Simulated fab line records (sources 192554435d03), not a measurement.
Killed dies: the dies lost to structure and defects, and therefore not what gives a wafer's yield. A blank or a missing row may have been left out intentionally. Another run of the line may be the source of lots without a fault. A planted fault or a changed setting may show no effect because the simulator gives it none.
Which of the tools did it? :: flow n5_finfet :: Sampling: 14 lots, 42 wafers, 4 of 1938 route steps

== WHAT THE GAUGES READ, wafer by wafer ==
N5_BEOL_M5_THK_MEAS_01. Usual: M5_ILD_THK gives 120.7 nm (standard deviation 1.8).
lot: L809
measured: day 8 19:11
on: film_metro-01
M5_ILD_THK (nm): 119.1 119.8 121.0
flag: 

lot: L808
measured: day 8 20:25
on: film_metro-01
M5_ILD_THK (nm): 118.8 121.8 120.1
flag: 

lot: L810
measured: day 9 09:46
on: film_metro-02
M5_ILD_THK (nm): 118.5 120.7 120.8
flag: 

lot: L812
measured: day 9 16:36
on: film_metro-01
M5_ILD_THK (nm): 121.2 122.5 123.6
flag: 

lot: L815
measured: day 10 02:25
on: film_metro-01
M5_ILD_THK (nm): 119.6 121.2 121.4
flag: 

lot: L816
measured: day 10 12:07
on: film_metro-02
M5_ILD_THK (nm): 122.2 125.5 124.1
flag: 

lot: L814
measured: day 10 15:17
on: film_metro-01
M5_ILD_THK (nm): 120.4 120.5 123.6
flag: 

lot: L818
measured: day 10 22:20
on: film_metro-02
M5_ILD_THK (nm): 120.8 120.3 120.3
flag: 

lot: L819
measured: day 11 10:15
on: film_metro-02
M5_ILD_THK (nm): 117.0 117.8 119.8
flag: 

lot: L821
measured: day 12 01:55
on: film_metro-01
M5_ILD_THK (nm): 118.7 120.7 121.6
flag: 

lot: L822
measured: day 12 06:01
on: film_metro-01
M5_ILD_THK (nm): 118.8 120.9 121.3
flag: 

lot: L823
measured: day 12 15:40
on: film_metro-02
M5_ILD_THK (nm): 123.0 120.1 123.7
flag: 

lot: L828
measured: day 13 14:05
on: film_metro-02
M5_ILD_THK (nm): 120.8 122.8 123.3
flag: 

lot: L829
measured: day 13 21:52
on: film_metro-02
M5_ILD_THK (nm): 118.2 120.5 120.5
flag: 

N5_BEOL_M5_OVL_MEAS_12. Usual: M5_OVL gives -0.4 nm (standard deviation 0.58).
lot: L809
measured: day 8 21:04
on: overlay-01
M5_OVL (nm): -1.5 -1.4 -0.1
flag: 

lot: L808
measured: day 8 22:13
on: overlay-02
M5_OVL (nm): -0.6 -1.0 -0.2
flag: 

lot: L810
measured: day 9 11:06
on: overlay-01
M5_OVL (nm): -0.1 -0.4 -0.5
flag: 

lot: L812
measured: day 9 18:16
on: overlay-02
M5_OVL (nm): 0.9 0.3 1.1
flag: 

lot: L815
measured: day 10 05:26
on: overlay-02
M5_OVL (nm): 0.2 0.7 -0.5
flag: 

lot: L816
measured: day 10 13:52
on: overlay-01
M5_OVL (nm): -0.2 0.5 0.4
flag: 

lot: L814
measured: day 10 17:56
on: overlay-01
M5_OVL (nm): -0.6 -0.5 -1.0
flag: 

lot: L818
measured: day 11 00:07
on: overlay-02
M5_OVL (nm): 0.0 -1.2 -1.4
flag: 

lot: L819
measured: day 11 11:23
on: overlay-01
M5_OVL (nm): 0.2 0.1 -0.8
flag: 

lot: L821
measured: day 12 03:21
on: overlay-02
M5_OVL (nm): -0.5 -1.3 -0.7
flag: 

lot: L822
measured: day 12 07:49
on: overlay-01
M5_OVL (nm): -0.5 -0.8 -0.5
flag: 

lot: L823
measured: day 12 16:55
on: overlay-02
M5_OVL (nm): -0.5 -0.3 -0.8
flag: 

lot: L828
measured: day 13 16:17
on: overlay-01
M5_OVL (nm): -0.3 -0.1 0.4
flag: 

lot: L829
measured: day 14 00:29
on: overlay-02
M5_OVL (nm): 0.0 -0.1 0.2
flag: 

== TOOL THAT RAN EACH LOT (tool first, then ch and the chambers of the sampled wafers, then the start) ==
lot: L809
N5_BEOL_M4_CO_CAP_55: cvd_co-02 ch 0,1, day 8 17:25
N5_BEOL_M5_COAT_05: litho_track-05 ch 0, day 8 20:46

lot: L808
N5_BEOL_M4_CO_CAP_55: cvd_co-02 ch 0,1,2, day 8 17:46
N5_BEOL_M5_COAT_05: litho_track-02 ch 0, day 8 21:49

lot: L810
N5_BEOL_M4_CO_CAP_55: cvd_co-01 ch 0,2, day 9 08:00
N5_BEOL_M5_COAT_05: litho_track-01 ch 0, day 9 10:49

lot: L812
N5_BEOL_M4_CO_CAP_55: cvd_co-01 ch 1,2, day 9 14:47
N5_BEOL_M5_COAT_05: litho_track-02 ch 0, day 9 17:50

lot: L815
N5_BEOL_M4_CO_CAP_55: cvd_co-02 ch 0,1, day 10 00:36
N5_BEOL_M5_COAT_05: litho_track-05 ch 0, day 10 04:59

lot: L816
N5_BEOL_M4_CO_CAP_55: cvd_co-02 ch 1,2, day 10 09:52
N5_BEOL_M5_COAT_05: litho_track-01 ch 0, day 10 13:28

lot: L814
N5_BEOL_M4_CO_CAP_55: cvd_co-01 ch 0,1, day 10 13:26
N5_BEOL_M5_COAT_05: litho_track-05 ch 0, day 10 17:31

lot: L818
N5_BEOL_M4_CO_CAP_55: cvd_co-02 ch 1,2, day 10 20:34
N5_BEOL_M5_COAT_05: litho_track-01 ch 0, day 10 23:50

lot: L819
N5_BEOL_M4_CO_CAP_55: cvd_co-02 ch 0,2, day 11 08:29
N5_BEOL_M5_COAT_05: litho_track-01 ch 0, day 11 11:06

lot: L821
N5_BEOL_M4_CO_CAP_55: cvd_co-02 ch 0,1,2, day 11 23:39
N5_BEOL_M5_COAT_05: litho_track-01 ch 0, day 12 03:04

lot: L822
N5_BEOL_M4_CO_CAP_55: cvd_co-01 ch 0,1,2, day 12 02:49
N5_BEOL_M5_COAT_05: litho_track-02 ch 0, day 12 07:31

lot: L823
N5_BEOL_M4_CO_CAP_55: cvd_co-01 ch 0,1, day 12 13:54
N5_BEOL_M5_COAT_05: litho_track-01 ch 0, day 12 16:37

lot: L828
N5_BEOL_M4_CO_CAP_55: cvd_co-02 ch 0,1,2, day 13 12:11
N5_BEOL_M5_COAT_05: litho_track-01 ch 0, day 13 15:52

lot: L829
N5_BEOL_M4_CO_CAP_55: cvd_co-01 ch 0,1, day 13 19:20
N5_BEOL_M5_COAT_05: litho_track-02 ch 0, day 14 00:04
- N5_BEOL_M4_CO_CAP_55: material Co, precursor CCTBA/H2, target thk 2 nm, time 102.1 s.
- N5_BEOL_M5_COAT_05: resist thk 30 nm.

== WHAT THE TOOLS THEMSELVES READ (means of the sampled wafers that have a number; where no wafer has one, the mark that the record gives instead) ==
N5_BEOL_M4_CO_CAP_55. Usual: heater_power_outer_w 122 W, standard deviation 12; heater_power_w 237 W, standard deviation 15.
lot: L809
tool: cvd_co-02
heater_power_outer_w (W): 115
heater_power_w (W): 227
flag: 

lot: L808
tool: cvd_co-02
heater_power_outer_w (W): 120
heater_power_w (W): 238
flag: 

lot: L810
tool: cvd_co-01
heater_power_outer_w (W): 122
heater_power_w (W): 240
flag: 

lot: L812
tool: cvd_co-01
heater_power_outer_w (W): 116
heater_power_w (W): 224
flag: 

lot: L815
tool: cvd_co-02
heater_power_outer_w (W): 121
heater_power_w (W): 229
flag: 

lot: L816
tool: cvd_co-02
heater_power_outer_w (W): 115
heater_power_w (W): 235
flag: 

lot: L814
tool: cvd_co-01
heater_power_outer_w (W): 132
heater_power_w (W): 252
flag: 

lot: L818
tool: cvd_co-02
heater_power_outer_w (W): 119
heater_power_w (W): 240
flag: 

lot: L819
tool: cvd_co-02
heater_power_outer_w (W): 125
heater_power_w (W): 237
flag: 

lot: L821
tool: cvd_co-02
heater_power_outer_w (W): 121
heater_power_w (W): 236
flag: 

lot: L822
tool: cvd_co-01
heater_power_outer_w (W): 123
heater_power_w (W): 240
flag: 

lot: L823
tool: cvd_co-01
heater_power_outer_w (W): 133
heater_power_w (W): 254
flag: 

lot: L828
tool: cvd_co-02
heater_power_outer_w (W): 120
heater_power_w (W): 237
flag: 

lot: L829
tool: cvd_co-01
heater_power_outer_w (W): 133
heater_power_w (W): 255
flag: 

N5_BEOL_M5_COAT_05. Usual: exhaust_pa 45.0 Pa, standard deviation 1; spin_speed_rpm 1500.1 rpm, standard deviation 0.96.
lot: L809
tool: litho_track-05
exhaust_pa (Pa): 44.9
spin_speed_rpm (rpm): 1500.7
flag: 

lot: L808
tool: litho_track-02
exhaust_pa (Pa): 44.2
spin_speed_rpm (rpm): 1498.6
flag: 

lot: L810
tool: litho_track-01
exhaust_pa (Pa): 43.8
spin_speed_rpm (rpm): 1500.6
flag: 

lot: L812
tool: litho_track-02
exhaust_pa (Pa): 45.2
spin_speed_rpm (rpm): 1500.0
flag: 

lot: L815
tool: litho_track-05
exhaust_pa (Pa): 45.7
spin_speed_rpm (rpm): 1465.3
flag: OFF

lot: L816
tool: litho_track-01
exhaust_pa (Pa): 45.4
spin_speed_rpm (rpm): 1499.3
flag: 

lot: L814
tool: litho_track-05
exhaust_pa (Pa): 44.0
spin_speed_rpm (rpm): 1465.3
flag: OFF

lot: L818
tool: litho_track-01
exhaust_pa (Pa): 45.3
spin_speed_rpm (rpm): 1499.7
flag: 

lot: L819
tool: litho_track-01
exhaust_pa (Pa): 45.0
spin_speed_rpm (rpm): 1500.0
flag: 

lot: L821
tool: litho_track-01
exhaust_pa (Pa): 46.6
spin_speed_rpm (rpm): 1499.7
flag: 

lot: L822
tool: litho_track-02
exhaust_pa (Pa): 43.9
spin_speed_rpm (rpm): 1499.9
flag: 

lot: L823
tool: litho_track-01
exhaust_pa (Pa): 46.1
spin_speed_rpm (rpm): 1498.5
flag: 

lot: L828
tool: litho_track-01
exhaust_pa (Pa): 45.7
spin_speed_rpm (rpm): 1501.4
flag: 

lot: L829
tool: litho_track-02
exhaust_pa (Pa): 45.1
spin_speed_rpm (rpm): 1500.5
flag: 

== THE ANSWER, worked out from the rows above alone ==
Rule: lot off if the mean of its wafers having a number is beyond 3 standard deviations from the usual mean. Also off: a lot with no number at a reading for which 4 or more lots have one. Where the step has rows for the other lots, those lots are counted as sound. Order of review: gauges by route order, followed by the tools' own readings, for which a lot's mean as printed above is used. The first step at which some lot is off is used, and at that step the reading that is off furthest; a lot without a number counts as furthest.
Off, at N5_BEOL_M5_COAT_05 on spin_speed_rpm: L815, L814.
A tool fits if, at that step or a process step before it, it ran every lot that is off, and no sound lot after the first of them. One candidate fits, namely litho_track-05 at N5_BEOL_M5_COAT_05. A fault onset in the window from L809 (day 8 20:46, its last sound lot) to L815 (day 10 04:59, its first lot off) fits.
On the lots that are off, the tool's own readings at N5_BEOL_M5_COAT_05 differ by more than 5 times the standard deviation of the sound lots' means, which bears it out; spin_speed_rpm reads 1465.3 rpm there versus 1499.9 rpm on the sound lots.

== WHAT THE SIMULATOR HAD PUT IN ==
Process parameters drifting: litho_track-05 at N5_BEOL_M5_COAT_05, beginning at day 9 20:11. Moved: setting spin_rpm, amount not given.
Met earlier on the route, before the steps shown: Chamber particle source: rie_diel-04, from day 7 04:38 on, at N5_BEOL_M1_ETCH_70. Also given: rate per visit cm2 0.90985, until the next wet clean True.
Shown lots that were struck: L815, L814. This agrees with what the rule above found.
